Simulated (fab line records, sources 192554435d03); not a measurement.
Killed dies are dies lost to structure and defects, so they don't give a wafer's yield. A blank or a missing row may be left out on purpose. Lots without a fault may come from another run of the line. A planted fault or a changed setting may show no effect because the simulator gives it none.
Tool commonality check | flow n5_finfet | 11 lots, 32 wafers sampled

WHY IT WAS OPENED
At N5_BEOL_M8_THK_MEAS_01 the reading M8_ILD_THK is flagged on 3 of 11 lots. Wafers without a fault read 154.7 nm, standard deviation 2.3.
Rule: a lot is flagged when every wafer of it that has a number lies more than 4 standard deviations from that mean, or none has a number. The other lots count as sound.

lot  | measured     | on            | M8_ILD_THK (nm), wafer by wafer | flag
L445 | day 9 10:55  | film_metro-02 | 152.5 149.7 153.7               |
L446 | day 9 14:45  | film_metro-02 | 152.3 154.2 158.0               |
L448 | day 10 02:40 | film_metro-02 | 158.2 155.8 157.1               |
L449 | day 10 04:32 | film_metro-02 | 155.4 158.5 157.7               |
L455 | day 11 22:50 | film_metro-01 | 169.1 172.7 174.2               | FLAGGED
L456 | day 12 03:50 | film_metro-02 | 171.6 172.7                     | FLAGGED
L459 | day 12 16:52 | film_metro-02 | 151.1 151.3 153.9               |
L457 | day 12 20:47 | film_metro-01 | 169.4 172.5 172.1               | FLAGGED
L463 | day 14 13:20 | film_metro-01 | 151.2 152.4 154.1               |
L467 | day 14 15:09 | film_metro-02 | 152.4 155.0 157.5               |
L464 | day 14 15:53 | film_metro-01 | 154.3 154.3 156.2               |
The numbers of the flagged lots are 171.8 nm on average: +17.1 nm against the usual, or +7 standard deviations.

WHICH TOOL RAN EACH LOT
The record holds 2 process steps before the reading, out of a route of 1938 steps. In each cell: the tool, then ch and the chambers that the sampled wafers went through, then the start.
lot  | flag    | N5_BEOL_M8_ILD_DEP_00           | N5_BEOL_M8_CURE_74
L445 |         | pecvd-04 ch 0,1, day 9 10:20    | uv_cure-02 ch 1, day 9 10:24
L446 |         | pecvd-02 ch 0,1,2, day 9 14:10  | uv_cure-03 ch 0, day 9 14:23
L448 |         | pecvd-01 ch 0,2, day 10 01:43   | uv_cure-01 ch 1, day 10 02:19
L449 |         | pecvd-01 ch 0,2, day 10 03:56   | uv_cure-01 ch 2, day 10 04:01
L455 | FLAGGED | pecvd-01 ch 0,1, day 11 22:15   | uv_cure-01 ch 0, day 11 22:19
L456 | FLAGGED | pecvd-01 ch 1,2, day 12 03:16   | uv_cure-02 ch 2, day 12 03:29
L459 |         | pecvd-02 ch 1,2, day 12 16:17   | uv_cure-03 ch 2, day 12 16:26
L457 | FLAGGED | pecvd-01 ch 0,1,2, day 12 20:13 | uv_cure-03 ch 0, day 12 20:16
L463 |         | pecvd-02 ch 0,1,2, day 14 12:45 | uv_cure-02 ch 1, day 14 12:49
L467 |         | pecvd-02 ch 0,1, day 14 14:34   | uv_cure-01 ch 1, day 14 14:43
L464 |         | pecvd-04 ch 1,2, day 14 15:19   | uv_cure-02 ch 0, day 14 15:22
What these steps do:
- N5_BEOL_M8_ILD_DEP_00: deposits SiCOH lowk from DEMS/porogen, target thk 179.75 nm, time 33.4 s.
- N5_BEOL_M8_CURE_74: cures SiCOH lowk, time 240 s.
- N5_BEOL_M8_THK_MEAS_01

FLAGGED OVER TOTAL, TOOL BY TOOL (the gauges that took the reading come last)
step                   | tool          | lots run | flagged | share of the flagged lots | sound lots run after its first flagged lot
N5_BEOL_M8_ILD_DEP_00  | pecvd-01      | 5        | 3       | all                       | 0
N5_BEOL_M8_ILD_DEP_00  | pecvd-02      | 4        | 0       | none                      | -
N5_BEOL_M8_ILD_DEP_00  | pecvd-04      | 2        | 0       | none                      | -
N5_BEOL_M8_CURE_74     | uv_cure-01    | 4        | 1       | some                      | 1 (L467)
N5_BEOL_M8_CURE_74     | uv_cure-02    | 4        | 1       | some                      | 2 (L463,L464)
N5_BEOL_M8_CURE_74     | uv_cure-03    | 3        | 1       | some                      | 0
N5_BEOL_M8_THK_MEAS_01 | film_metro-01 | 4        | 2       | some                      | 2 (L463,L464)
N5_BEOL_M8_THK_MEAS_01 | film_metro-02 | 7        | 1       | some                      | 2 (L459,L467)

WHAT THE TABLE ALLOWS
1 row of the table ran every flagged lot: pecvd-01 at N5_BEOL_M8_ILD_DEP_00.
- pecvd-01 at N5_BEOL_M8_ILD_DEP_00: 3 of its 5 lots flagged. Its last sound lot is L449 (day 10 03:56), its first flagged lot L455 (day 11 22:15): a fault that began between those two fits. Its own readings lie more than 4 standard deviations out on every wafer of the flagged lots: susceptor_temp_C.
One tool is left: pecvd-01 at N5_BEOL_M8_ILD_DEP_00.

WHAT THE SIMULATOR HAD PUT IN
Process parameter drift: pecvd-01, from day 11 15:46 on, at N5_BEOL_M8_ILD_DEP_00. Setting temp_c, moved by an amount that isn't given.
Lots struck among those shown: L455, L456, L457. The rule above found the same.
